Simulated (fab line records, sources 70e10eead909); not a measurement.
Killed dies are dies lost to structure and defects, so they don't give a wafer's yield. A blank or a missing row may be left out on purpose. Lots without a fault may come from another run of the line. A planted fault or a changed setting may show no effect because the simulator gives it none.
Which tool did it? | flow nand_harc | 12 lots, 36 wafers sampled, at 6 steps of a route of 1159

WHAT THE GAUGES READ, wafer by wafer
NHARC_P_ZERO_WELL_CD_MEAS_37: target cd 720 nm. Usual: cd_nm 721.2 nm, standard deviation 2.4.
lot  | measured    | on        | cd_nm (nm)        | flag
L955 | day 1 15:59 | cd_sem-03 | 722.9 721.1 720.0 |
L958 | day 2 10:07 | cd_sem-01 | 723.6 723.1 722.3 |
L960 | day 2 22:05 | cd_sem-02 | 719.1 719.2 724.2 |
L962 | day 3 10:16 | cd_sem-03 | 721.6 721.0 718.9 |
L965 | day 4 04:14 | cd_sem-03 | 722.4 721.0 719.8 |
L967 | day 4 16:21 | cd_sem-02 | 719.3 721.5 722.3 |
L970 | day 5 09:52 | cd_sem-02 | 717.8 720.3 718.2 |
L973 | day 6 04:07 | cd_sem-01 | 724.4 723.8 723.7 |
L975 | day 6 16:16 | cd_sem-02 | 726.3 722.0 722.6 |
L976 | day 6 22:06 | cd_sem-01 | 720.2 717.4 719.1 |
L977 | day 7 04:08 | cd_sem-02 | 718.3 720.0 720.1 |
L978 | day 7 10:07 | cd_sem-01 | 720.2 721.4 719.8 |

NHARC_P_STI_CD_MEAS_09: target cd 200 nm. Usual: cd_nm 199.2 nm, standard deviation 2.9.
lot  | measured    | on        | cd_nm (nm)        | flag
L955 | day 2 11:50 | cd_sem-02 | 192.6 199.8 203.5 |
L958 | day 3 11:22 | cd_sem-01 | 191.7 194.3 195.4 |
L960 | day 3 17:34 | cd_sem-02 | 200.3 204.3 198.2 |
L962 | day 4 06:45 | cd_sem-01 | 203.3 202.5 196.4 |
L965 | day 4 22:59 | cd_sem-03 | 216.8 214.2 217.4 | OFF
L967 | day 5 13:44 | cd_sem-01 | 203.2 200.7 199.1 |
L970 | day 6 04:46 | cd_sem-03 | 200.5 195.1 203.5 |
L973 | day 7 08:18 | cd_sem-03 | 197.2 193.5 199.0 |
L975 | day 7 08:20 | cd_sem-02 | 201.7 200.5 200.0 |
L976 | day 7 18:33 | cd_sem-02 | 196.2 203.4 197.5 |
L977 | day 7 22:53 | cd_sem-02 | 202.4 203.1 199.2 |
L978 | day 8 06:33 | cd_sem-03 | 201.1 201.0 199.5 |

NHARC_P_STI_INSPECT_11. Usual: raw_defect_count 5.7, standard deviation 2.8.
lot  | measured    | on                | raw_defect_count | flag
L955 | day 2 11:58 | defect_inspect-01 | 6 11 8           |
L958 | day 3 11:30 | defect_inspect-01 | 8 5 2            |
L960 | day 3 17:41 | defect_inspect-02 | 9 5 8            |
L962 | day 4 06:52 | defect_inspect-01 | 7 7 6            |
L965 | day 4 23:07 | defect_inspect-01 | 4 4 9            |
L967 | day 5 13:52 | defect_inspect-01 | 3 1 3            |
L970 | day 6 04:53 | defect_inspect-01 | 5 4 3            |
L973 | day 7 08:26 | defect_inspect-02 | 5 2 3            |
L975 | day 7 08:28 | defect_inspect-01 | 8 4 4            |
L976 | day 7 18:41 | defect_inspect-01 | 9 2 5            |
L977 | day 7 23:01 | defect_inspect-02 | 11 3 3           |
L978 | day 8 06:40 | defect_inspect-02 | 9 6 8            |

NHARC_P_STI_OCD_MEAS_17. Usual: trench_depth_nm 300 nm, standard deviation 4.6; trench_foot_cd_nm 157.3 nm, standard deviation 3.
lot  | measured    | on     | trench_depth_nm (nm) | trench_foot_cd_nm (nm) | flag
L955 | day 2 12:37 | ocd-02 | 293 298 299          | 151.8 158.5 161.4      |
L958 | day 3 12:12 | ocd-01 | 299 302 302          | 149.9 152.4 153.0      |
L960 | day 3 18:22 | ocd-01 | 302 305 301          | 158.2 162.3 156.2      |
L962 | day 4 07:32 | ocd-02 | 300 296 298          | 161.7 160.7 154.5      |
L965 | day 4 23:47 | ocd-01 | 302 300 303          | 174.1 172.7 175.1      | OFF
L967 | day 5 14:58 | ocd-01 | 306 308 309          | 160.2 158.4 155.1      |
L970 | day 6 05:32 | ocd-02 | 300 304 300          | 158.3 152.7 161.8      |
L973 | day 7 09:05 | ocd-01 | 306 301 300          | 154.6 151.8 157.5      |
L975 | day 7 09:10 | ocd-02 | 296 300 291          | 160.6 158.7 159.3      |
L976 | day 7 19:20 | ocd-02 | 298 303 291          | 154.5 161.0 157.1      |
L977 | day 7 23:40 | ocd-01 | 301 290 293          | 160.2 162.9 157.9      |
L978 | day 8 07:20 | ocd-02 | 301 306 298          | 158.7 158.5 158.3      |

WHICH TOOL RAN EACH LOT (tool, then ch and the chambers of the sampled wafers, then the start)
lot  | NHARC_P_ZERO_WELL_ETCH_65         | NHARC_P_STI_EXPOSE_06
L955 | rie_diel-05 ch 0,1,3, day 1 13:22 | krf_scanner-01 ch 0, day 2 11:40
L958 | rie_diel-10 ch 0,3, day 2 07:29   | krf_scanner-03 ch 0, day 3 11:13
L960 | rie_diel-05 ch 0,1,2, day 2 19:26 | krf_scanner-01 ch 0, day 3 17:25
L962 | rie_diel-06 ch 0,3, day 3 07:30   | krf_scanner-01 ch 0, day 4 06:36
L965 | rie_diel-06 ch 1,2,3, day 4 01:29 | krf_scanner-01 ch 0, day 4 22:50
L967 | rie_diel-05 ch 0,1,2, day 4 13:29 | krf_scanner-04 ch 0, day 5 13:35
L970 | rie_diel-06 ch 0,2,3, day 5 07:22 | krf_scanner-03 ch 0, day 6 04:36
L973 | rie_diel-06 ch 0,1,3, day 6 01:31 | krf_scanner-01 ch 0, day 7 08:09
L975 | rie_diel-10 ch 0,2,3, day 6 13:30 | krf_scanner-01 ch 0, day 7 08:11
L976 | rie_diel-06 ch 0,2,3, day 6 19:29 | krf_scanner-04 ch 0, day 7 18:23
L977 | rie_diel-06 ch 0,2,3, day 7 01:31 | krf_scanner-01 ch 0, day 7 22:44
L978 | rie_diel-05 ch 1,3, day 7 07:29   | krf_scanner-01 ch 0, day 8 06:24
- NHARC_P_ZERO_WELL_ETCH_65: etches the open film in N2/H2, target depth 80 nm, overetch 24 nm, time 87.88 s.
- NHARC_P_STI_EXPOSE_06: exposes mask P STI, target cd 200 nm.

WHAT THE TOOLS THEMSELVES READ (means of the sampled wafers that have a number; where no wafer has one, the mark that the record gives instead)
NHARC_P_ZERO_WELL_ETCH_65. Usual: chamber_pressure_mTorr 30.002 mTorr, standard deviation 0.027; drypump_motor_current_A 5.8 A, standard deviation 0.42; oes_product_au 0.998 a.u., standard deviation 0.013; rf_vpp_V 430.4 V, standard deviation 2.9; showerhead_plenum_p_Torr 2.03 Torr, standard deviation 0.11; throttle_valve_pct 14.170 %, standard deviation 0.0091.
lot  | tool        | chamber_pressure_mTorr (mTorr) | drypump_motor_current_A (A) | oes_product_au (a.u.) | rf_vpp_V (V) | showerhead_plenum_p_Torr (Torr) | throttle_valve_pct (%) | flag
L955 | rie_diel-05 | 30.007                         | 5.6                         | 0.998                 | 432.2        | 2.08                            | 14.171                 |
L958 | rie_diel-10 | 29.986                         | 5.7                         | 1.002                 | 431.9        | 2.11                            | 14.163                 |
L960 | rie_diel-05 | 29.997                         | 6.1                         | 0.998                 | 431.6        | 2.07                            | 14.167                 |
L962 | rie_diel-06 | 30.007                         | 6.3                         | 0.995                 | 429.1        | 2.02                            | 14.178                 |
L965 | rie_diel-06 | 30.001                         | 5.9                         | 0.996                 | 428.8        | 1.95                            | 14.166                 |
L967 | rie_diel-05 | 30.008                         | 6.1                         | 0.990                 | 431.6        | 2.07                            | 14.165                 |
L970 | rie_diel-06 | 29.991                         | 6.0                         | 0.988                 | 429.6        | 2.01                            | 14.168                 |
L973 | rie_diel-06 | 29.980                         | 6.1                         | 0.985                 | 427.2        | 1.96                            | 14.169                 |
L975 | rie_diel-10 | 30.001                         | 5.9                         | 1.008                 | 430.4        | 2.02                            | 14.162                 |
L976 | rie_diel-06 | 29.997                         | 6.0                         | 0.986                 | 429.6        | 2.01                            | 14.167                 |
L977 | rie_diel-06 | 30.004                         | 6.0                         | 0.974                 | 430.0        | 2.01                            | 14.174                 |
L978 | rie_diel-05 | 29.979                         | 5.9                         | 1.003                 | 434.4        | 2.15                            | 14.163                 |

THE ANSWER, worked out from the rows above alone
Rule: a lot is off if the mean of its wafers that have a number lies more than 3 standard deviations from the usual mean. A lot without any number at a reading at which 4 lots or more have one is off too. The other lots that the step has rows for count as sound. The gauges are gone through in route order, then the tools' own readings, and for those a lot's mean is taken as printed above. The first step at which some lot is off is used, and at that step the reading that is off furthest; a lot without a number counts as furthest.
Off: L965, at NHARC_P_STI_CD_MEAS_09 (cd_nm).
A tool fits if, at a process step before that reading, it ran every lot that is off, and no sound lot after the first of them. The gauges at NHARC_P_STI_CD_MEAS_09 aren't tried: what is off there is off at NHARC_P_STI_OCD_MEAS_17 too, on other tools, and a gauge's error can't cause that. None of those tried fits.

WHAT THE SIMULATOR HAD PUT IN
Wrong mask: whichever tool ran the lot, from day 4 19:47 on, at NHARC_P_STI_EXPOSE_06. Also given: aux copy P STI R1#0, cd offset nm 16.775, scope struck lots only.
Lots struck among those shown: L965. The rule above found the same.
